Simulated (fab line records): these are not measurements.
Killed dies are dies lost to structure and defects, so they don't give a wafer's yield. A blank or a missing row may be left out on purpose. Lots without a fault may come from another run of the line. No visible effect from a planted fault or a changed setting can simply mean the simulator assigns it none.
The same fault as seen by 3 desks || flow n5Finfet || only its own numbers are on each desk; what lay behind them is given at the end

THE DEFECT DESK
Inspection counts along the route, by lot: the mean over sampled wafers that carry a number. A lot is out of limits, marked OUT, if its mean lies more than 4 standard deviations from the usual mean; the brackets give that distance.
Columns: A = rawDefectCount at N5_SD_EPI_N_INSPECT_11, usual 2.1
{"lot": "L826", "first seen here": "day 3 14:47", "A": 2.3}
{"lot": "L830", "first seen here": "day 4 12:14", "A": 2.3}
{"lot": "L839", "first seen here": "day 6 21:01", "A": 2.0}
{"lot": "L840", "first seen here": "day 7 01:38", "A": 1.3}
{"lot": "L842", "first seen here": "day 7 11:45", "A": 2.3}
{"lot": "L843", "first seen here": "day 7 20:52", "A": 1.7}
This desk's verdict: no lot among the 6 shows anything out of limits.

AT THE TOOL OWNER'S DESK: rieDiel-05
The tool's own readings at N5_SD_EPI_N_ETCH_16 (etches SiO2 in CHF3/O2, target depth 5 nm): means of the sampled wafers that have a number, for each lot that ran on this tool. A lot is out of limits, marked OUT, if its mean lies more than 4 standard deviations from the usual mean; the brackets give that distance.
Columns: A = drypumpMotorCurrentA at N5_SD_EPI_N_ETCH_16, usual 5.9 A; B = oesProductAu at N5_SD_EPI_N_ETCH_16, usual 0.78 a.u.; C = rfVppV at N5_SD_EPI_N_ETCH_16, usual 527 V; D = showerheadPlenumPTorr at N5_SD_EPI_N_ETCH_16, usual 2.46 Torr; E = throttleValvePct at N5_SD_EPI_N_ETCH_16, usual 18.90 %
{"lot": "L826", "first seen here": "day 3 15:25", "A": 5.5, "B": 0.83, "C": 526, "D": 2.46, "E": 18.73}
{"lot": "L830", "first seen here": "day 4 12:53", "A": 5.7, "B": 0.81, "C": 526, "D": 2.46, "E": 18.79}
{"lot": "L839", "first seen here": "day 6 21:40", "A": 6.2, "B": 0.67, "C": 528, "D": 2.49, "E": 18.94}
{"lot": "L840", "first seen here": "day 7 02:35", "A": 5.6, "B": 0.74, "C": 526, "D": 2.44, "E": 18.68}
This desk's verdict: no lot among the 4 shows anything out of limits.

THE METROLOGY DESK
Lot by lot, what the gauges showed, no matter which tool ran the lot: averages of those sampled wafers that carry a number. A lot is out of limits, marked OUT, if its mean lies more than 4 standard deviations from the usual mean; the brackets give that distance. It has 12 readings; the 7 that lie furthest out on some lot are the ones shown.
Columns: A = cdNm at N5_SD_EPI_N_CD_MEAS_09, usual 119.9 nm; B = DIBL_N at N5_BEOL_M4_RC_MEAS_101, usual 36.4 mV/V; C = DIBL_P at N5_BEOL_M4_RC_MEAS_101, usual 36.4 mV/V; D = IOFF_N at N5_BEOL_M4_RC_MEAS_101, usual 0.156 nA/um; E = ION_N at N5_BEOL_M4_RC_MEAS_101, usual 675 uA/um; F = SS_N at N5_BEOL_M4_RC_MEAS_101, usual 71.6 mV/dec; G = SS_P at N5_BEOL_M4_RC_MEAS_101, usual 73.3 mV/dec
{"lot": "L826", "first seen here": "day 3 14:43", "A": 120.2, "B": 34.9, "C": 36.2, "D": 0.151, "E": 675, "F": 70.8, "G": 73.0}
{"lot": "L830", "first seen here": "day 4 12:11", "A": 120.8, "B": 37.0, "C": 34.5, "D": 0.159, "E": 678, "F": 71.7, "G": 73.4}
{"lot": "L839", "first seen here": "day 6 20:58", "A": 119.1, "B": 37.4, "C": 36.1, "D": 0.174, "E": 688, "F": 71.6, "G": 72.8}
{"lot": "L840", "first seen here": "day 7 01:35", "A": 119.8, "B": 38.3, "C": 38.9, "D": 0.175, "E": 681, "F": 71.6, "G": 73.3}
{"lot": "L842", "first seen here": "day 7 11:42", "A": 120.0, "B": 37.3, "C": 35.7, "D": 0.155, "E": 675, "F": 71.3, "G": 73.0}
{"lot": "L843", "first seen here": "day 7 20:49", "A": 119.1, "B": 34.6, "C": 35.7, "D": 0.129, "E": 666, "F": 71.2, "G": 72.3}
This desk's verdict: no lot among the 6 shows anything out of limits.

PUT TOGETHER
Nothing out of limits was seen by the defect desk.
The tool owner's desk saw nothing out of limits.
The metrology desk saw nothing out of limits.

WHAT HAD BEEN PUT IN BY THE SIMULATOR
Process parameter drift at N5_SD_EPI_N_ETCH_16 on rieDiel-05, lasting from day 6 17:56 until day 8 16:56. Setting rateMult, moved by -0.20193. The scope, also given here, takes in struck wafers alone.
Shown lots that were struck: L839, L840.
